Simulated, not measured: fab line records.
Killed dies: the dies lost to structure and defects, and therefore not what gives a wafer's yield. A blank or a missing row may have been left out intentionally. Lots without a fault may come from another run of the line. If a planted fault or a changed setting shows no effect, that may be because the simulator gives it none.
Chamber matching || flow n5Finfet || N5_BEOL_M11_STRIP_19 on rieDiel-05 has 4 sister chambers
The step strips in O2. 8 wafers are shown with their chamber, then 10 later ones without.

== WAFERS WITH THEIR CHAMBER ==
{"wafer": "L081.3", "chamber": 1, "showerheadPlenumPTorr (Torr)": 2.21, "throttleValvePct (%)": 16.48}
{"wafer": "L082.1", "chamber": 3, "showerheadPlenumPTorr (Torr)": 2.06, "throttleValvePct (%)": 16.20}
{"wafer": "L082.3", "chamber": 0, "showerheadPlenumPTorr (Torr)": 2.04, "throttleValvePct (%)": 16.90}
{"wafer": "L086.3", "chamber": 1, "showerheadPlenumPTorr (Torr)": 2.20, "throttleValvePct (%)": 16.46}
{"wafer": "L086.4", "chamber": 3, "showerheadPlenumPTorr (Torr)": 2.06, "throttleValvePct (%)": 16.21}
{"wafer": "L086.5", "chamber": 2, "showerheadPlenumPTorr (Torr)": 2.21, "throttleValvePct (%)": 16.66}
{"wafer": "L088.2", "chamber": 0, "showerheadPlenumPTorr (Torr)": 2.03, "throttleValvePct (%)": 16.93}
{"wafer": "L088.3", "chamber": 2, "showerheadPlenumPTorr (Torr)": 2.20, "throttleValvePct (%)": 16.65}

== WAFERS WITH NO CHAMBER GIVEN ==
{"wafer": "L088.5", "showerheadPlenumPTorr (Torr)": 2.06, "throttleValvePct (%)": 16.21}
{"wafer": "L087.1", "showerheadPlenumPTorr (Torr)": 2.20, "throttleValvePct (%)": 16.67}
{"wafer": "L087.4", "showerheadPlenumPTorr (Torr)": 2.06, "throttleValvePct (%)": 16.23}
{"wafer": "L087.5", "showerheadPlenumPTorr (Torr)": 2.03, "throttleValvePct (%)": 16.94}
{"wafer": "L095.1", "showerheadPlenumPTorr (Torr)": 2.20, "throttleValvePct (%)": 16.65}
{"wafer": "L095.2", "showerheadPlenumPTorr (Torr)": 2.20, "throttleValvePct (%)": 16.53}
{"wafer": "L095.3", "showerheadPlenumPTorr (Torr)": 2.03, "throttleValvePct (%)": 16.94}
{"wafer": "L091.3", "showerheadPlenumPTorr (Torr)": 2.19, "throttleValvePct (%)": 16.71}
{"wafer": "L091.4", "showerheadPlenumPTorr (Torr)": 2.19, "throttleValvePct (%)": 16.56}
{"wafer": "L091.6", "showerheadPlenumPTorr (Torr)": 2.05, "throttleValvePct (%)": 16.27}

== WHICH CHAMBER EACH WENT THROUGH ==
{"wafer": "L088.5", "from the rows above": 3, "in truth": 3}
{"wafer": "L087.1", "from the rows above": 2, "in truth": 2}
{"wafer": "L087.4", "from the rows above": 3, "in truth": 3}
{"wafer": "L087.5", "from the rows above": 0, "in truth": 0}
{"wafer": "L095.1", "from the rows above": 2, "in truth": 2}
{"wafer": "L095.2", "from the rows above": 1, "in truth": 1}
{"wafer": "L095.3", "from the rows above": 0, "in truth": 0}
{"wafer": "L091.3", "from the rows above": 2, "in truth": 2}
{"wafer": "L091.4", "from the rows above": "can't be placed: 1 or 2", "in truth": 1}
{"wafer": "L091.6", "from the rows above": 3, "in truth": 3}
9 of 10 placed correctly. Unplaceable from these rows: 1, with the true chamber sitting among the candidates in 1. 0 placed wrongly.
How it was worked out, from the rows above alone: a wafer's distance from a chamber is the root of the sum, over the readings, of the square of ((its reading less the chamber's mean) divided by the reading's scatter). If the next closest chamber is less than 2 further off than the closest, the wafer can't be placed; otherwise it belongs to the closest. The mean given for a chamber averages the wafers shown for that chamber. The scatter: take each reading less its chamber's mean, square it, sum over the shown wafers, divide by the number of wafers less the number of chambers, and take the root.
